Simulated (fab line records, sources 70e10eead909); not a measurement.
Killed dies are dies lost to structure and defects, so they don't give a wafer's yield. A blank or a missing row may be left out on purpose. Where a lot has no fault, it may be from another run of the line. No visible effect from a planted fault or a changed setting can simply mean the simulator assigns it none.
Check of tool commonality | flow nand_harc | 11 lots, 33 wafers sampled

== REASON IT WAS OPENED ==
At NHARC_A_CHANNEL_HOLE_D2_INSPECT_40 the reading raw_defect_count is flagged on 3 of 11 lots. Wafers without a fault read 280, standard deviation 68.
Rule: a lot is flagged in two cases, either no wafer of it has a number, or all its wafers with numbers fall more than 4 standard deviations from that mean. As for the other lots, they are considered sound.

lot  | measured     | on                | raw_defect_count, wafer by wafer | flag
L563 | day 13 12:43 | defect_inspect-02 | 181 183 148                      |
L567 | day 15 00:44 | defect_inspect-02 | 413 341 404                      |
L571 | day 16 19:28 | defect_inspect-02 | 307 319 267                      |
L572 | day 17 17:46 | defect_inspect-02 | 358 303 295                      |
L574 | day 18 10:02 | defect_inspect-02 | 223 243 253                      |
L575 | day 18 12:13 | defect_inspect-02 | 230 310 271                      |
L578 | day 19 22:31 | defect_inspect-02 | 760 744 749                      | FLAGGED
L579 | day 20 09:52 | defect_inspect-01 | 803 788 775                      | FLAGGED
L580 | day 20 16:50 | defect_inspect-01 | 917 772 829                      | FLAGGED
L586 | day 23 01:40 | defect_inspect-01 | 365 343 289                      |
L585 | day 23 06:16 | defect_inspect-02 | 192 306 237                      |
On average the flagged lots' numbers are 793, which is +513 against the usual, or +8 standard deviations.

== TOOL THAT RAN EACH LOT ==
The record holds 2 process steps before the reading, out of a route of 1302 steps. Read each cell as the tool, then ch plus the chambers that the sampled wafers visited, then the start.
lot  | flag    | NHARC_A_CHANNEL_HOLE_D2_ETCH_34               | NHARC_A_CHANNEL_HOLE_D2_ETCH_20
L563 |         | rie_diel-02 ch 0,1,3, day 13 07:11 or earlier | har_etch-01 ch 0,1, day 13 07:11
L567 |         | rie_diel-05 ch 1,3, day 14 18:59 or earlier   | har_etch-01 ch 0, day 14 18:59
L571 |         | rie_diel-12 ch 0,1, day 16 13:53 or earlier   | har_etch-02 ch 0,1, day 16 13:53
L572 |         | rie_diel-02 ch 1,2, day 17 12:14 or earlier   | har_etch-02 ch 0,1, day 17 12:14
L574 |         | rie_diel-12 ch 0,1,2, day 18 04:28 or earlier | har_etch-02 ch 0,1, day 18 04:28
L575 |         | rie_diel-02 ch 0,1,2, day 18 06:40 or earlier | har_etch-01 ch 0,1, day 18 06:40
L578 | FLAGGED | rie_diel-02 ch 0,1,2, day 19 13:38            | har_etch-01 ch 0,1, day 19 17:07
L579 | FLAGGED | rie_diel-12 ch 1,2,3, day 20 04:17 or earlier | har_etch-01 ch 0,1, day 20 04:17
L580 | FLAGGED | rie_diel-02 ch 0,2,3, day 20 11:17 or earlier | har_etch-01 ch 0,1, day 20 11:17
L586 |         | rie_diel-12 ch 0,2,3, day 22 20:10 or earlier | har_etch-01 ch 0,1, day 22 20:10
L585 |         | rie_diel-12 ch 1,2,3, day 23 00:47 or earlier | har_etch-02 ch 0,1, day 23 00:47
What these steps do:
- NHARC_A_CHANNEL_HOLE_D2_ETCH_34: etches the open film in CF4/CHF3, target depth 154 nm, time 77 s.
- NHARC_A_CHANNEL_HOLE_D2_ETCH_20: etches the open film in C4F8/O2/Ar, time 361.9 s, target depth 1600 nm.
- NHARC_A_CHANNEL_HOLE_D2_INSPECT_40

== FLAGGED AGAINST TOTAL, ONE TOOL AT A TIME (gauges that did the reading follow at the end) ==
step                               | tool              | lots run | flagged | share of the flagged lots | sound lots run after its first flagged lot
NHARC_A_CHANNEL_HOLE_D2_ETCH_34    | rie_diel-02       | 5        | 2       | some                      | 0
NHARC_A_CHANNEL_HOLE_D2_ETCH_34    | rie_diel-05       | 1        | 0       | none                      | -
NHARC_A_CHANNEL_HOLE_D2_ETCH_34    | rie_diel-12       | 5        | 1       | some                      | 2 (L586,L585)
NHARC_A_CHANNEL_HOLE_D2_ETCH_20    | har_etch-01       | 7        | 3       | all                       | 1 (L586)
NHARC_A_CHANNEL_HOLE_D2_ETCH_20    | har_etch-02       | 4        | 0       | none                      | -
NHARC_A_CHANNEL_HOLE_D2_INSPECT_40 | defect_inspect-01 | 3        | 2       | some                      | 1 (L586)
NHARC_A_CHANNEL_HOLE_D2_INSPECT_40 | defect_inspect-02 | 8        | 1       | some                      | 1 (L585)
With no start given for some of its lots, NHARC_A_CHANNEL_HOLE_D2_ETCH_34 uses the hours and lot order of NHARC_A_CHANNEL_HOLE_D2_ETCH_20.

== WHAT THE TABLE ALLOWS ==
Rows of the table that ran each flagged lot: 1, that is har_etch-01 at NHARC_A_CHANNEL_HOLE_D2_ETCH_20.
- har_etch-01 at NHARC_A_CHANNEL_HOLE_D2_ETCH_20 ran 7 lots, 3 of them flagged. After the first flagged lot (L586), sound lots still ran on it; a lasting fault on the whole tool would not permit that.
Not one row of the table ran every flagged lot while running no sound lot after the first.

== WHAT HAD BEEN PUT IN BY THE SIMULATOR ==
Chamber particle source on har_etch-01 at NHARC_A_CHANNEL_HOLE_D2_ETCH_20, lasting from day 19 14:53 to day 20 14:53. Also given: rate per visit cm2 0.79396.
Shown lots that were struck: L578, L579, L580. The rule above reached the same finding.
